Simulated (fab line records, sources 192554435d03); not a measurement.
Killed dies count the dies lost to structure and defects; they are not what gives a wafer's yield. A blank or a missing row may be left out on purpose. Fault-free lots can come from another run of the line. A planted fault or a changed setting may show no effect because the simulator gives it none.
Matching of chambers    flow n5-finfet    rie-diel-06 running N5_BEOL_M1_DESCUM_33: 4 sister chambers
The step chemistry O2, time 7 s. 8 wafers are shown with their chamber, then 12 later ones without.

## WAFERS WITH THEIR CHAMBER
wafer   chamber  throttle-valve-pct (%)  showerhead-plenum-p-Torr (Torr)
L083.1  1        20.61                   2.04
L083.3  2        20.46                   2.11
L088.3  2        20.48                   2.10
L089.3  3        20.06                   2.20
L089.5  0        20.49                   2.17
L091.2  3        20.09                   2.20
L091.5  1        20.64                   2.03
L091.6  0        20.48                   2.17

## WAFERS WHOSE CHAMBER IS MISSING
wafer   throttle-valve-pct (%)  showerhead-plenum-p-Torr (Torr)
L092.1  20.07                   2.20
L092.2  20.49                   2.17
L092.5  20.49                   2.10
L093.3  20.09                   2.20
L093.4  20.49                   2.10
L093.6  20.48                   2.17
L094.3  20.66                   2.03
L094.4  20.08                   2.20
L094.5  20.09                   2.20
L095.1  20.49                   2.10
L095.4  20.49                   2.17
L095.6  20.47                   2.17

## WHICH CHAMBER EACH ONE RAN IN
wafer   from the rows above  in truth
L092.1  3                    3
L092.2  0                    0
L092.5  2                    2
L093.3  3                    3
L093.4  2                    2
L093.6  0                    0
L094.3  1                    1
L094.4  3                    3
L094.5  3                    3
L095.1  2                    2
L095.4  0                    0
L095.6  0                    0
Correct placement for 12 of the 12. Left unplaced by these rows: 0. 0 placed wrongly.
How it was worked out, from the rows above alone: a wafer's distance from a chamber is the root of the sum, over the readings, of the square of ((its reading less the chamber's mean) divided by the reading's scatter). If the next closest chamber is less than 2 further off than the closest, the wafer can't be placed; otherwise it belongs to the closest. A chamber's mean is the mean of its shown wafers. The scatter: the root of (the sum of the squares of (reading less its chamber's mean) over the shown wafers, divided by (wafers less chambers)).
